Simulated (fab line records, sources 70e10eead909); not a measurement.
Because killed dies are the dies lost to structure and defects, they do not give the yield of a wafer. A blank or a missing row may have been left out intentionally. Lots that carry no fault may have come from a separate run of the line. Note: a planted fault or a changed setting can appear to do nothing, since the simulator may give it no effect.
3 desks, one fault ; flow nand-harc ; each desk holds nothing but its own numbers, with what lay behind them at the end

THE METROLOGY DESK
Means of the sampled wafers that have a number, per lot and without regard to the tool the lot ran on: this is what the gauges read. Any lot whose mean is over 4 standard deviations away from the usual mean is out of limits and marked OUT; that distance is given in the brackets.
Columns: A = thk-nm at NHARC_A_ONON_D1_THK_MEAS_11, usual 1005 nm
lot;first seen here;A
L156;day 8 00:08;1009
L157;day 8 00:19;1007
L159;day 8 10:18;986
L160;day 8 10:28;1004
L161;day 8 18:11;999
L162;day 9 03:58;994
L163;day 9 11:36;684 (-33) OUT
L165;day 9 22:08;686 (-33) OUT
L173;day 11 21:01;1017
L174;day 12 08:26;1022
L176;day 12 08:34;997
L177;day 12 21:13;1009
L179;day 13 02:38;1012
L178;day 13 02:41;1001
Finding of this desk: L163, L165 out of limits; the first was L163 at day 9 11:36, on thk-nm at NHARC_A_ONON_D1_THK_MEAS_11. L156, L157, L159, L160, L161, L162, L173, L174, L176, L177, L179, L178 stayed within limits.

THE TOOL OWNER'S DESK: pecvd-onon-03
The tool's own readings at NHARC_A_ONON_D1_DEP_09 (target thk 1000 nm): means of the sampled wafers that have a number, for each lot that ran on this tool. Any lot whose mean is over 4 standard deviations away from the usual mean is out of limits and marked OUT; that distance is given in the brackets.
Columns: A = n2-flow-sccm at NHARC_A_ONON_D1_DEP_09, usual 2750 sccm
lot;first seen here;A
L160;day 8 10:02;2749
L161;day 8 17:48;2733
L162;day 9 03:31;2751
L163;day 9 11:08;2747
L165;day 9 21:42;2744
L179;day 13 02:10;2746
Finding of this desk: none of the 6 lots has anything out of limits.

THE DEFECT DESK
Lot by lot, what the route's inspections counted, given as the mean of those sampled wafers with a number. Any lot whose mean is over 4 standard deviations away from the usual mean is out of limits and marked OUT; that distance is given in the brackets.
Columns: A = raw-defect-count at NHARC_A_ZERO_WELL_INSPECT_17, usual 11
lot;first seen here;A
L157;day 7 01:34;6
L156;day 7 02:03;8
L159;day 7 11:19;3
L160;day 7 11:49;12
L161;day 7 18:56;10
L162;day 8 01:58;7
L163;day 8 12:05;11
L165;day 8 22:25;12
L173;day 10 22:06;11
L174;day 11 06:49;7
L176;day 11 10:22;18
L177;day 11 20:04;6
L178;day 12 01:55;8
L179;day 12 05:01;14
Finding of this desk: none of the 14 lots has anything out of limits.

ALL TOGETHER
The metrology desk could have raised an alarm at day 9 11:36, on L163, L165.
Nothing out of limits was seen by the tool owner's desk.
Nothing out of limits was seen by the defect desk.
Tool owner's desk: L163, L165 on record, inside its limits.
The defect desk has L163, L165 on record, within its limits.
NHARC_A_ONON_D1_DEP_09 was run on pecvd-onon-03 by each of the lots named.

WHAT WAS PUT IN BY THE SIMULATOR
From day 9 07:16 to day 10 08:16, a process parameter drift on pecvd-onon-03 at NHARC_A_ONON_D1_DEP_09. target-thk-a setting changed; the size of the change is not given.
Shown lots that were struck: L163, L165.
Time in hours between the start of the fault and the first out-of-limits reading at each desk: metrology desk, 4.
